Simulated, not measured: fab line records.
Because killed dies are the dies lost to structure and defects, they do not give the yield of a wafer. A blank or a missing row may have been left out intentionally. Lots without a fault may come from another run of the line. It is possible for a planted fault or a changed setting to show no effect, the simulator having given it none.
Which tool did it?	flow nand_harc	14 lots, 42 wafers sampled, at 8 steps of a route of 1302

## WHAT THE GAUGES SHOWED, per wafer
NHARC_A_DECK1_JOINT_INSPECT_05.
lot	measured	on	raw_defect_count
L278	day 12 19:53	defect_inspect-01	336 321 332
L279	day 12 19:53	defect_inspect-02	303 281 254
L281	day 13 17:02	defect_inspect-01	261 285 224
L280	day 13 17:02	defect_inspect-02	426 313 288
L282	day 14 12:59	defect_inspect-02	351 336 442
L283	day 14 18:28	defect_inspect-01	379 516 297
L285	day 16 00:38	defect_inspect-02	292 300 397
L287	day 17 04:02	defect_inspect-01	445 528 453
L295	day 19 13:29	defect_inspect-01	173 324 295
L294	day 19 13:32	defect_inspect-02	281 300 185
L296	day 20 18:05	defect_inspect-02	219 200 219
L298	day 21 09:05	defect_inspect-02	309 169 254
L300	day 21 22:46	defect_inspect-01	233 303 245
L299	day 21 22:46	defect_inspect-02	237 353 308

NHARC_A_CHANNEL_HOLE_D2_CD_MEAS_10: the cd target is 100 nm.
lot	measured	on	cd_nm (nm)
L278	day 13 13:34	cd_sem-02	99.8 99.6 99.4
L279	day 13 13:47	cd_sem-01	99.4 100.2 100.1
L281	day 14 09:33	cd_sem-01	100.7 100.6 100.6
L280	day 14 10:56	cd_sem-01	99.9 100.9 100.1
L282	day 15 07:47	cd_sem-03	99.4 99.0 99.6
L283	day 15 10:50	cd_sem-01	100.3 99.7 100.2
L285	day 17 06:43	cd_sem-03	109.9 109.9 109.8 110.1 110.0 110.0
L287	day 17 21:52	cd_sem-02	109.8 109.8 109.5 109.6 109.9 109.5
L295	day 20 05:34	cd_sem-02	99.6 98.9 98.8
L294	day 20 06:01	cd_sem-02	100.0 99.7 100.1
L296	day 21 10:16	cd_sem-01	99.8 99.3 99.5
L298	day 22 02:08	cd_sem-01	100.1 100.4 100.8
L300	day 22 15:02	cd_sem-03	100.2 99.6 100.2
L299	day 22 16:25	cd_sem-01	100.2 100.5 100.7

NHARC_A_CHANNEL_HOLE_D2_CD_MEAS_31.
lot	measured	on	cd_nm (nm)
L278	day 13 20:27	cd_sem-03	89.8 89.1 88.6
L279	day 13 22:41	cd_sem-03	88.3 88.3 89.1
L281	day 14 18:18	cd_sem-03	91.1 90.4 90.2
L280	day 14 18:43	cd_sem-02	91.1 90.5 89.8
L282	day 15 17:16	cd_sem-01	87.7 87.8 89.4
L283	day 15 18:04	cd_sem-03	89.0 90.4 89.7
L285	day 18 08:34	cd_sem-03	99.8 99.6 99.9 99.6 99.1 99.6
L287	day 18 20:22	cd_sem-03	99.1 100.5 100.4 98.5 100.2 100.6
L295	day 20 14:46	cd_sem-01	90.3 88.4 88.6
L294	day 20 16:26	cd_sem-02	87.8 90.6 91.4
L296	day 21 17:18	cd_sem-01	90.3 88.5 90.3
L298	day 22 12:23	cd_sem-01	92.4 92.7 91.6
L300	day 22 22:05	cd_sem-02	89.4 88.7 87.8
L299	day 22 23:27	cd_sem-02	91.2 92.0 92.0

NHARC_END_WLT_00.
lot	measured	on	VT_DECK1_BOTTOM	VT_DECK1_BOTTOM_INNER	VT_DECK1_MEDIAN_NEAR_BOTTOM	VT_DECK1_MEDIAN_NEAR_BOTTOM_INNER	VT_DECK1_MIDDLE	VT_DECK1_MIDDLE_INNER	VT_DECK1_TOP	VT_DECK1_TOP_INNER	VT_DECK2_BOTTOM	VT_DECK2_BOTTOM_INNER	VT_DECK2_MEDIAN_NEAR_BOTTOM	VT_DECK2_MEDIAN_NEAR_BOTTOM_INNER	VT_DECK2_MIDDLE	VT_DECK2_MIDDLE_INNER	VT_DECK2_TOP	VT_DECK2_TOP_INNER
L278	day 25 00:07	prober-01	0.887 0.877 0.872	0.881 0.877 0.871	0.875 0.878 0.874	0.871 0.878 0.875	0.884 0.884 0.881	0.883 0.892 0.886	0.897 0.897 0.891	0.898 0.894 0.895	0.860 0.867 0.871	0.873 0.874 0.861	0.875 0.867 0.861	0.878 0.873 0.868	0.884 0.875 0.879	0.874 0.880 0.879	0.895 0.895 0.894	0.895 0.892 0.903
L279	day 24 16:22	prober-01	0.871 0.883 0.867	0.873 0.878 0.867	0.879 0.881 0.882	0.876 0.877 0.874	0.880 0.891 0.883	0.884 0.888 0.890	0.900 0.903 0.904	0.898 0.896 0.898	0.861 0.869 0.870	0.870 0.865 0.869	0.870 0.870 0.874	0.867 0.872 0.862	0.886 0.888 0.884	0.879 0.881 0.891	0.906 0.894 0.894	0.897 0.903 0.891
L281	day 25 23:47	prober-01	0.889 0.883 0.881	0.876 0.886 0.872	0.889 0.888 0.884	0.874 0.893 0.877	0.892 0.898 0.891	0.896 0.893 0.893	0.902 0.914 0.902	0.904 0.913 0.898	0.861 0.874 0.868	0.868 0.870 0.872	0.876 0.879 0.863	0.869 0.878 0.862	0.883 0.882 0.883	0.876 0.884 0.877	0.886 0.893 0.892	0.899 0.892 0.895
L280	day 25 11:58	prober-02	0.878 0.880 0.867	0.873 0.868 0.872	0.876 0.877 0.882	0.871 0.879 0.876	0.886 0.883 0.878	0.882 0.888 0.882	0.887 0.899 0.896	0.894 0.893 0.891	0.876 0.875 0.871	0.870 0.872 0.875	0.879 0.870 0.870	0.879 0.874 0.875	0.895 0.887 0.885	0.880 0.889 0.876	0.897 0.899 0.901	0.911 0.897 0.891
L282	day 26 16:05	prober-01	0.876 0.875 0.874	0.876 0.875 0.875	0.873 0.879 0.879	0.869 0.872 0.875	0.884 0.881 0.887	0.885 0.884 0.881	0.893 0.898 0.893	0.894 0.894 0.895	0.861 0.860 0.871	0.859 0.865 0.864	0.870 0.866 0.866	0.865 0.866 0.866	0.884 0.880 0.870	0.876 0.877 0.882	0.895 0.885 0.891	0.893 0.882 0.893
L283	day 26 17:35	prober-02	0.874 0.875 0.874	0.876 0.880 0.874	0.871 0.877 0.875	0.873 0.874 0.872	0.890 0.897 0.888	0.894 0.888 0.894	0.906 0.908 0.906	0.903 0.900 0.905	0.863 0.861 0.866	0.859 0.872 0.864	0.865 0.865 0.868	0.868 0.879 0.862	0.879 0.877 0.881	0.873 0.884 0.887	0.888 0.886 0.889	0.888 0.892 0.899
L285	day 30 22:37	prober-02	0.863 0.860 0.861	0.856 0.862 0.865	0.867 0.855 0.865	0.858 0.850 0.860	0.872 0.871 0.882	0.871 0.866 0.874	0.881 0.880 0.888	0.885 0.885 0.891	0.902 0.904 0.902	0.912 0.902 0.904	0.906 0.907 0.907	0.902 0.903 0.902	0.909 0.915 0.927	0.916 0.913 0.919	0.921 0.920 0.928	0.926 0.925 0.925
L287	day 31 02:38	prober-02	0.873 0.871 0.880	0.882 0.877 0.869	0.874 0.868 0.877	0.879 0.875 0.872	0.887 0.883 0.882	0.884 0.884 0.881	0.898 0.897 0.901	0.893 0.897 0.892	0.898 0.906 0.910	0.902 0.904 0.905	0.910 0.903 0.900	0.899 0.908 0.903	0.909 0.913 0.917	0.914 0.917 0.920	0.927 0.924 0.919	0.926 0.921 0.930
L295	day 31 22:26	prober-02	0.864 0.874 0.871	0.874 0.887 0.865	0.881 0.865 0.876	0.876 0.871 0.877	0.890 0.881 0.887	0.879 0.884 0.879	0.901 0.902 0.894	0.900 0.898 0.898	0.872 0.863 0.862	0.873 0.870 0.868	0.874 0.858 0.864	0.866 0.861 0.866	0.881 0.878 0.876	0.888 0.877 0.884	0.895 0.885 0.887	0.897 0.896 0.900
L294	day 31 23:26	prober-01	0.873 0.881 0.872	0.867 0.881 0.873	0.874 0.876 0.877	0.871 0.885 0.874	0.888 0.886 0.888	0.881 0.877 0.888	0.891 0.893 0.900	0.892 0.892 0.891	0.873 0.872 0.873	0.874 0.878 0.875	0.870 0.867 0.879	0.872 0.883 0.881	0.879 0.891 0.898	0.887 0.889 0.889	0.902 0.892 0.896	0.896 0.892 0.899
L296	day 32 07:49	prober-02	0.869 0.871 0.874	0.881 0.872 0.870	0.880 0.873 0.873	0.881 0.874 0.865	0.897 0.878 0.886	0.885 0.886 0.881	0.899 0.888 0.897	0.898 0.888 0.894	0.872 0.863 0.876	0.865 0.865 0.877	0.863 0.867 0.869	0.869 0.870 0.871	0.881 0.873 0.880	0.883 0.878 0.881	0.890 0.888 0.887	0.893 0.889 0.891
L298	day 33 00:29	prober-01	0.874 0.883 0.872	0.877 0.878 0.883	0.879 0.878 0.881	0.878 0.877 0.872	0.892 0.886 0.886	0.890 0.896 0.889	0.900 0.902 0.899	0.898 0.900 0.905	0.876 0.871 0.869	0.870 0.870 0.872	0.876 0.873 0.864	0.867 0.885 0.872	0.873 0.878 0.876	0.877 0.884 0.886	0.894 0.889 0.891	0.894 0.892 0.887
L300	day 33 15:44	prober-02	0.867 0.872 0.875	0.873 0.869 0.862	0.880 0.871 0.867	0.876 0.864 0.864	0.883 0.885 0.884	0.880 0.880 0.882	0.902 0.897 0.893	0.895 0.892 0.894	0.873 0.864 0.866	0.872 0.865 0.860	0.863 0.868 0.865	0.858 0.869 0.866	0.880 0.882 0.877	0.884 0.872 0.882	0.896 0.890 0.894	0.891 0.891 0.893
L299	day 33 15:43	prober-01	0.868 0.872 0.871	0.866 0.863 0.870	0.868 0.871 0.870	0.866 0.869 0.876	0.873 0.880 0.880	0.882 0.884 0.879	0.889 0.886 0.883	0.890 0.890 0.888	0.877 0.886 0.889	0.875 0.876 0.886	0.884 0.882 0.888	0.880 0.882 0.881	0.892 0.894 0.888	0.887 0.897 0.894	0.904 0.901 0.906	0.898 0.909 0.916

## WHICH TOOL RAN EACH LOT (tool, then ch and the chambers of the sampled wafers, then the start)
lot	NHARC_A_DECK1_JOINT_DEP_16	NHARC_A_CHANNEL_HOLE_D2_PEB_08	NHARC_A_CHANNEL_HOLE_D2_ETCH_20	NHARC_A_CHANNEL_HOLE_D2_XSEM_32
L278	pecvd-03 ch 1,2, day 12 19:34	litho_track-01 ch 0, day 13 13:29	har_etch-02 ch 0,1, day 13 15:06	xsem-02 ch 0, day 13 20:32
L279	pecvd-02 ch 0,1, day 12 19:35	litho_track-06 ch 0, day 13 13:42	har_etch-01 ch 0, day 13 17:20	xsem-01 ch 0, day 13 22:46
L281	pecvd-04 ch 0,1,2, day 13 16:43	litho_track-06 ch 0, day 14 09:28	har_etch-01 ch 0,1, day 14 12:53	xsem-01 ch 0, day 14 18:23
L280	pecvd-03 ch 0,2, day 13 16:44	litho_track-06 ch 0, day 14 10:52	har_etch-02 ch 0,1, day 14 13:18	xsem-02 ch 0, day 14 18:48
L282	pecvd-02 ch 0,1,2, day 14 12:42	litho_track-01 ch 0, day 15 07:42	har_etch-02 ch 0,1, day 15 11:54	xsem-02 ch 0, day 15 17:21
L283	pecvd-02 ch 0,1,2, day 14 18:14	litho_track-06 ch 0, day 15 10:44	har_etch-01 ch 0,1, day 15 12:38	xsem-01 ch 0, day 15 18:09
L285	pecvd-02 ch 1,2, day 16 00:21	litho_track-06 ch 0, day 17 06:38	har_etch-02 ch 0,1, day 17 18:55	xsem-01 ch 0, day 18 13:55
L287	pecvd-04 ch 0,1,2, day 16 16:49	litho_track-06 ch 0, day 17 21:47	har_etch-02 ch 0,1, day 18 09:58	xsem-01 ch 0, day 18 22:43
L295	pecvd-03 ch 0,2, day 19 13:10	litho_track-04 ch 0, day 20 05:29	har_etch-02 ch 0,1, day 20 09:21	xsem-01 ch 0, day 20 14:50
L294	pecvd-02 ch 0,1, day 19 13:14	litho_track-04 ch 0, day 20 05:56	har_etch-01 ch 0,1, day 20 11:10	xsem-02 ch 0, day 20 16:32
L296	pecvd-02 ch 0,1,2, day 20 17:51	litho_track-04 ch 0, day 21 10:10	har_etch-02 ch 0,1, day 21 11:50	xsem-02 ch 0, day 21 17:24
L298	pecvd-03 ch 0,1,2, day 21 08:47	litho_track-06 ch 0, day 22 02:03	har_etch-02 ch 0,1, day 22 06:49	xsem-02 ch 0, day 22 12:29
L300	pecvd-02 ch 0,1, day 21 22:27	litho_track-06 ch 0, day 22 14:57	har_etch-02 ch 0,1, day 22 16:43	xsem-02 ch 0, day 22 22:11
L299	pecvd-03 ch 1,2, day 21 22:29	litho_track-06 ch 0, day 22 16:20	har_etch-01 ch 0,1, day 22 17:53	xsem-01 ch 0, day 22 23:32
- NHARC_A_DECK1_JOINT_DEP_16: deposits SiO2, target thk 45 nm.
- NHARC_A_CHANNEL_HOLE_D2_PEB_08: peb time 65 s.
- NHARC_A_CHANNEL_HOLE_D2_ETCH_20: etches the open film in C4F8/O2/Ar, time 361.9 s, target depth 1600 nm.
- NHARC_A_CHANNEL_HOLE_D2_XSEM_32

## AS READ BY THE TOOLS THEMSELVES (means over the sampled wafers that have a number; for cases with no such wafer, the mark the record gives instead)
NHARC_A_DECK1_JOINT_DEP_16.
lot	tool	heater_power_outer_w (W)	heater_power_w (W)	susceptor_temp_C (C)	throttle_valve_pct (%)
L278	pecvd-03	247	479	400.05	16.3
L279	pecvd-02	382	662	400.35	16.3
L281	pecvd-04	319	597	400.14	15.8
L280	pecvd-03	333	556	400.07	15.4
L282	pecvd-02	333	564	400.30	16.3
L283	pecvd-02	358	600	399.98	16.4
L285	pecvd-02	276	520	400.08	16.4
L287	pecvd-04	343	634	400.05	16.0
L295	pecvd-03	318	556	400.16	15.4
L294	pecvd-02	331	588	399.98	16.1
L296	pecvd-02	292	511	399.95	16.2
L298	pecvd-03	283	510	399.97	15.9
L300	pecvd-02	331	590	399.97	16.2
L299	pecvd-03	239	453	399.84	16.1

NHARC_A_CHANNEL_HOLE_D2_PEB_08.
lot	tool	heater_power_total_W (W)	plate_temp_C (C)
L278	litho_track-01	156.7	99.92
L279	litho_track-06	156.6	99.98
L281	litho_track-06	156.8	100.02
L280	litho_track-06	156.8	99.87
L282	litho_track-01	157.0	100.11
L283	litho_track-06	156.7	99.91
L285	litho_track-06	164.6	103.64
L287	litho_track-06	164.8	103.67
L295	litho_track-04	156.7	99.93
L294	litho_track-04	156.8	100.12
L296	litho_track-04	156.4	100.08
L298	litho_track-06	156.8	100.04
L300	litho_track-06	156.2	100.02
L299	litho_track-06	156.6	100.04

NHARC_A_CHANNEL_HOLE_D2_ETCH_20.
lot	tool	drypump_motor_current_A (A)	showerhead_plenum_p_Torr (Torr)	throttle_valve_pct (%)
L278	har_etch-02	5.8	3.51	32.156
L279	har_etch-01	6.5	3.58	32.148
L281	har_etch-01	5.7	3.65	32.161
L280	har_etch-02	5.8	3.50	32.165
L282	har_etch-02	5.8	3.50	32.155
L283	har_etch-01	6.1	3.61	32.152
L285	har_etch-02	6.0	3.93	32.157
L287	har_etch-02	5.8	3.92	32.151
L295	har_etch-02	5.8	3.90	32.147
L294	har_etch-01	5.7	3.61	32.154
L296	har_etch-02	6.0	3.90	32.148
L298	har_etch-02	5.8	3.89	32.160
L300	har_etch-02	6.0	3.89	32.144
L299	har_etch-01	5.7	3.59	32.151

NHARC_A_CHANNEL_HOLE_D2_XSEM_32.
lot	tool	bot_cd_nm (nm)	bow_nm (nm)	tilt_deg (degrees)
L278	xsem-02	74.5	8.93	0.09
L279	xsem-01	71.6	9.02	0.06
L281	xsem-01	75.6	8.83	0.11
L280	xsem-02	75.8	8.60	0.03
L282	xsem-02	72.6	8.69	0.09
L283	xsem-01	74.2	8.30	0.07
L285	xsem-01	84.0	8.14	0.05
L287	xsem-01	84.6	8.56	0.08
L295	xsem-01	73.4	8.25	0.00
L294	xsem-02	73.8	9.06	0.07
L296	xsem-02	74.5	8.40	0.02
L298	xsem-02	76.7	8.60	0.06
L300	xsem-02	73.4	8.81	0.10
L299	xsem-01	76.3	8.78	0.04

## THE ANSWER, worked out from the rows above alone
Rule: usual is defined by the lots themselves. The widest of any qualifying gaps counts: lots, ordered by their means at a reading, are off when they make up no more than a third of the lots, leave a main group of 4 or more, and stand apart from it by 3 or more times the standard deviation of that group's means. A main group is skipped when, at the precision printed for the reading in the tables above, its means are all equal. A lot without any number at a reading at which 4 lots or more have one is off too. Where the step has rows for the other lots, those lots are counted as sound. After the gauges, taken in route order, come the tools' own readings; for these a lot's mean is taken, as printed above. The first step at which some lot is off is used, and at that step the reading that is off furthest; a lot without a number counts as furthest.
Off: L285, L287 (NHARC_A_CHANNEL_HOLE_D2_CD_MEAS_10, cd_nm). For the main group the mean is 99.9 nm and the standard deviation 0.46.
A tool fits if, at a process step before that reading, it ran every lot that is off, and no sound lot after the first of them. The gauges at NHARC_A_CHANNEL_HOLE_D2_CD_MEAS_10 aren't tried: what is off there is off at NHARC_END_WLT_00 too, on other tools, and a gauge's error can't cause that. None of those tried fits.

## WHAT HAD BEEN PUT IN BY THE SIMULATOR
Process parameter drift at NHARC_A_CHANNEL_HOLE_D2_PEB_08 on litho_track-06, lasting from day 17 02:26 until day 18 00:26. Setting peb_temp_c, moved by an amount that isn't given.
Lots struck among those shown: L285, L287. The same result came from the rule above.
